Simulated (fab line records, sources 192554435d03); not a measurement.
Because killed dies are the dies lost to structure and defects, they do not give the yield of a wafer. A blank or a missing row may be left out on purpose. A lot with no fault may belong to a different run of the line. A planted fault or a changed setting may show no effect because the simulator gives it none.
Problem report in the 8D (eight disciplines) form, filled by code -- flow n5 finfet -- the parts of the form that need people (team, actions taken, sign-off) are left out

## 1. THE PROBLEM
Wafers free of any fault read 78.9 nm (standard deviation 0.99) for M2_ILD_THK at N5_BEOL_M2_THK_MEAS_01, against a mean of 106.5 nm on 2 wafers of 2 lots. Relative to the usual mean, that is a shift of +28 standard deviations.
Seen first at day 9 17:15 on film metro-01, wafer L804.3. Wafers with a number at this step in the record: 29, from 10 lots. Rule for "out" (also "out of limits"): further than 4 standard deviations from the usual mean. The other wafers with a number count as sound.

## 2. WHAT IT IS, AND WHAT IT ISN'T
question,is,is not
which readings at this step,M2_ILD_THK,-
which lots,"L804, L805","L792, L793, L795, L798, L802, L803, L813, L814"
which wafers of those lots,"L804.3, L805.3","L804.4, L804.5, L805.1"
read on which gauges,film metro-01,film metro-02
when,from day 9 17:15,"up to then (17 sound wafers); but 10 sound wafers of L803, L805, L813, L814 came after"

## 3. THE SUSPECTS, EACH WITH WHAT RULES IT OUT
Counting: a tool at a process step up to the reading stays a suspect if it ran every lot that is out. Sound lots after the first of them don't rule it out here, since some wafers of a struck lot are sound.
- ruled out: the gauge at N5_BEOL_M2_THK_MEAS_01. All the wafers that are out were read on film metro-01, but those of them that N5_PASSIVATION_PROBE_49 has rows for are out there too, on other tools.
- pvd sputter-01 at N5_BEOL_M1_SPUTTER_48 (material Cu, target thk 4.5 nm, time 8.29 s): kept. Every lot that is out went through it, the first being L804 (day 9 14:16); the last sound lot it ran before that was L793 (day 7 04:59).
- pvd sputter-01 at N5_BEOL_M1_ANNEAL_80 (time 240 s): kept. Every lot that is out went through it, the first being L804 (day 9 14:34); the last sound lot it ran before that was L793 (day 7 05:17).
- pvd sputter-01 at N5_BEOL_M1_SPUTTER_92 (material Cu, target thk 4.5 nm, time 8.29 s): kept. Every lot that is out went through it, the first being L804 (day 9 15:35); the last sound lot it ran before that was L793 (day 7 06:18).
- pecvd-04 at N5_BEOL_M2_ILD_DEP_00 (deposits SiOC from DEMS/O2, target thk 79 nm, time 15.3 s): kept. Every lot that is out went through it, the first being L804 (day 9 17:11); the last sound lot it ran before that was L802 (day 9 09:07).
Left after counting: pvd sputter-01 at N5_BEOL_M1_SPUTTER_48, pvd sputter-01 at N5_BEOL_M1_ANNEAL_80, pvd sputter-01 at N5_BEOL_M1_SPUTTER_92, pecvd-04 at N5_BEOL_M2_ILD_DEP_00.

## 4. THE CAUSE (what the simulator had put in)
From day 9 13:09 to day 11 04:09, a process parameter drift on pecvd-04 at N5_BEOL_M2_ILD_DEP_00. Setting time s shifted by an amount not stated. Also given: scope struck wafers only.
Counting leaves 4 suspects; this tool is one of them.

## 5. SEQUENCE OF EFFECTS, ordered by route
One row per reading whose mean, taken over the struck wafers that have a number, lies over 3 standard deviations from the usual. Only readings whose record carries a usual standard deviation are examined. hours: median over the lots of the time between each lot's start at the first step of this table that gives one and its start at this step. sigmas: the change, counted in usual standard deviations.
hours,step,reading,usual,on struck wafers,change,sigmas
0,N5_BEOL_M2_THK_MEAS_01,M2_ILD_THK,78.9 nm,106.5,+27.6,+28
184,N5_PASSIVATION_PROBE_49,defect limited yield,91.0 %,20.4,-70.7,-50
184,N5_PASSIVATION_PROBE_49,killed_at_M0_to_M3,33,864,+830,+76
184,N5_PASSIVATION_PROBE_49,killed dies,106,940,+834,+49
184,N5_PASSIVATION_PROBE_49,sort_bin_5_function,5.2 %,75.6,+70.4,+73
184,N5_PASSIVATION_PROBE_49,sort n pass,1074,240,-834,-49
184,N5_PASSIVATION_PROBE_49,sort yield pct,91.0 %,20.4,-70.7,-50
Its process steps:
- N5_PASSIVATION_PROBE_49

## 6. WHAT WOULD HAVE CAUGHT IT SOONER
4 hours passed between the start of the fault at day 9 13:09 and the first reading out of limits at a measuring or inspecting step in this record, taken at day 9 17:15.
Tool readings at N5_BEOL_M2_ILD_DEP_00 with a usual standard deviation given in the record: none out on any struck wafer, hence no alarm at a limit of 4 standard deviations on them.
Lots out: 2; of these, L805 started N5_BEOL_M2_ILD_DEP_00 on pecvd-04 after day 9 17:15. A hold on the tool at that time would have spared it.
